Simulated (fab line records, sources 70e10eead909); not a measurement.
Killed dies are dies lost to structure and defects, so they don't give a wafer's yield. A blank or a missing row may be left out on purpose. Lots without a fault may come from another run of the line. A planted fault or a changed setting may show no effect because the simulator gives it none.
Chamber matching | flow nand_harc | NHARC_P_M2_ETCH_35 on rie_diel-12: 4 sister chambers
The step etches the open film in N2/H2, target depth 40 nm, overetch 12 nm, time 43.94 s. 4 wafers are shown with their chamber, then 7 later ones without.

WAFERS WITH THEIR CHAMBER
wafer  | chamber | drypump_motor_current_A (A)
L168.5 | 3       | 5.82
L175.4 | 0       | 5.39
L176.1 | 2       | 5.52
L176.2 | 1       | 5.93

WAFERS WITHOUT THEIR CHAMBER
wafer  | drypump_motor_current_A (A)
L176.4 | 5.40
L179.1 | 5.95
L179.2 | 5.41
L179.6 | 5.54
L186.1 | 5.83
L186.2 | 5.95
L186.5 | 5.96

WHICH CHAMBER EACH WENT THROUGH
wafer  | from the rows above | in truth
L176.4 | 0                   | 0
L179.1 | 1                   | 1
L179.2 | 0                   | 0
L179.6 | 2                   | 2
L186.1 | 3                   | 3
L186.2 | 1                   | 1
L186.5 | 1                   | 1
Placed correctly: 7 of 7. Can't be placed from these rows: 0. Placed wrongly: 0.
How it was worked out, from the rows above alone: a wafer's distance from a chamber is the root of the sum, over the readings, of the square of ((its reading less the chamber's mean) divided by the reading's scatter). The wafer belongs to the nearest chamber; if the next one is less than 2 further off, it can't be placed. A chamber's mean is the mean of its shown wafers. The scatter: with one shown wafer a chamber, the root of the mean of the squares of how far each hidden wafer lies from its nearest shown one.
